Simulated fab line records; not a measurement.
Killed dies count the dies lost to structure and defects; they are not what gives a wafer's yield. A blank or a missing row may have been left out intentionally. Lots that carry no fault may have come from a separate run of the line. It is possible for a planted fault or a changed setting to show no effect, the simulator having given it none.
Struck lot and sound lot, side by side :: flow n5 finfet :: 15 steps out of a route of 1938
Sound: the wafers L417.1, L417.3, L417.4. Wafers L427.1, L427.2, L427.5 were the ones struck. The cause is given at the end.
For every step that has rows: the tool of each side, followed by ch and its chambers, followed by its first start. Under that, the readings that differ: sound wafers :: struck wafers :: difference of the means :: sigmas: that difference in standard deviations of wafers without a fault.
alike: a reading whose means differ by less than 2 such deviations, as well as words and numbers matching on both sides. not compared: withheld readings; readings where some wafer has no value; bounds like >300 that might hide an equal value; numbers whose values overlap and for which the record gives no deviation.
The two part at a step that has a row with sigmas, a row that says differs or no value, or rows on one side only. Numbers that don't overlap but have no deviation are shown without sigmas and don't part them. A reading that every wafer of one side lacks parts them only if that side has two wafers or more.

N5_BEOL_M6_RS_MEAS_57: measures by four-point-probe.
  sound: film metro-01 at day 9 05:50; struck: film metro-02 at day 12 04:42
  alike: M6_RS
N5_BEOL_M6_INSPECT_58: inspects for defects (darkfield).
  sound: defect inspect-02 at day 9 05:52; struck: defect inspect-02 at day 12 04:44
reading: raw defect count
sound: 146 140 96
struck: 97 68 55
difference: -54
sigmas: -2
N5_BEOL_M7_ILD_DEP_00: deposits SiCOH lowk from DEMS/porogen, target thk 179.75 nm, time 33.4 s.
  sound on pecvd-03 ch 0,1,2, day 9 05:54; struck on pecvd-03 ch 0,2, day 12 04:46
  alike: heater power w, showerhead plenum p Torr, throttle valve pct
  not compared: since wet clean h
N5_BEOL_M7_CURE_74: cures SiCOH lowk, time 240 s.
  sound on uv cure-01 ch 2, day 9 05:58; struck on uv cure-01 ch 1, day 12 04:50
  alike: lamp power pct, wafer_temp_C_max
N5_BEOL_M7_THK_MEAS_01:
  sound: film metro-02 at day 9 06:29; struck: film metro-01 at day 12 05:49
  alike: M7_ILD_THK
N5_BEOL_M7_PECVD_70: deposits SiO2 from TEOS/O2, target thk 20 nm, time 22.7 s.
  sound on pecvd-02 ch 0,1,2, day 9 06:31; struck on pecvd-04 ch 0,2, day 12 05:52
  alike: heater power w, showerhead plenum p Torr, throttle valve pct
  not compared: since wet clean h
N5_BEOL_M7_HM_DEP_02: deposits TiN, target thk 20 nm.
  sound: pvd sputter-02 at day 9 07:32; struck: pvd sputter-02 at day 12 06:15
  alike: chamber pressure pa, throttle valve pct
then, 5 steps without rows for these wafers: N5_BEOL_M7_COAT_59 (time 60 s, resist thk 100 nm); N5_BEOL_M7_COAT_60 (time 60 s, resist thk 35 nm); N5_BEOL_M7_COAT_05 (resist thk 90 nm); N5_BEOL_M7_EBR_07; N5_BEOL_M7_SOFTBAKE_06 (time 60 s).
N5_BEOL_M7_EXPOSE_08: exposes mask M7.
  sound on arfi scanner-02 ch 0, day 9 07:55; struck on arfi scanner-01 ch 0, day 12 06:38
reading: model.BEOL_M7.overlay x nm (nm)
sound: 0.4 0.4 0.4
struck: 0.8 0.8 0.8
difference: +0.4
sigmas: 
  alike: mask, stage vel mm s
then, 1 step without rows for these wafers: N5_BEOL_M7_PEB_09 (peb time 60 s).
N5_PASSIVATION_PROBE_49:
  the record has rows for the sound wafers here (prober-02, day 12 16:27) and none for the struck ones

WHERE THEY PART
Earliest at N5_BEOL_M6_INSPECT_58; latest, in this record, at N5_PASSIVATION_PROBE_49.

WHY: whatever the simulator had introduced
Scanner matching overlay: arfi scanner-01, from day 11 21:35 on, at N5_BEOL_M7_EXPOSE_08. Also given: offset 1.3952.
